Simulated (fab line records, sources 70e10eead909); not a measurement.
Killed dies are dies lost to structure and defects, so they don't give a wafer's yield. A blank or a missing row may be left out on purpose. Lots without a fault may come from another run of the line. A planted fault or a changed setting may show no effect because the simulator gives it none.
Which tool did it? | flow nand_harc | 10 lots, 30 wafers sampled, at 1 step of a route of 1159

WHAT THE GAUGES READ, wafer by wafer
NHARC_A_CHANNEL_HOLE_D1_CD_MEAS_18.
lot  | measured     | on        | cd_nm (nm)
L074 | day 8 04:50  | cd_sem-03 | 103.1 103.9 100.9
L077 | day 8 22:37  | cd_sem-02 | 100.4 96.3 100.5
L078 | day 9 12:08  | cd_sem-01 | 100.6 98.3 100.5
L082 | day 10 11:53 | cd_sem-02 | 101.0 101.5 98.7
L086 | day 11 12:01 | cd_sem-03 | 100.6 98.3 100.9
L087 | day 11 21:08 | cd_sem-02 | 106.5 99.1 105.2
L089 | day 12 09:32 | cd_sem-03 | 97.5 100.6 102.3
L092 | day 12 14:22 | cd_sem-01 | 100.0 104.1 100.1
L096 | day 13 17:58 | cd_sem-01 | 101.2 99.9 99.2
L097 | day 14 02:18 | cd_sem-01 | 101.5 101.3 99.0

WHICH TOOL RAN EACH LOT (tool, then ch and the chambers of the sampled wafers, then the start)
The record holds no process step before these readings.

THE ANSWER, worked out from the rows above alone
Rule: what is usual is taken from the lots themselves. Put in order of their means at a reading, lots are off if they are a third of the lots or fewer, leave a main group of 4 or more, and stand apart from it by a gap of 3 or more times the standard deviation of the main group's means; of several such gaps the widest counts. A main group whose means are all the same, to the digits that the tables above print for the reading, isn't used. A lot without any number at a reading at which 4 lots or more have one is off too. The other lots that the step has rows for count as sound.
No lot is off at any reading shown: from this, nothing can be told.

WHAT THE SIMULATOR HAD PUT IN
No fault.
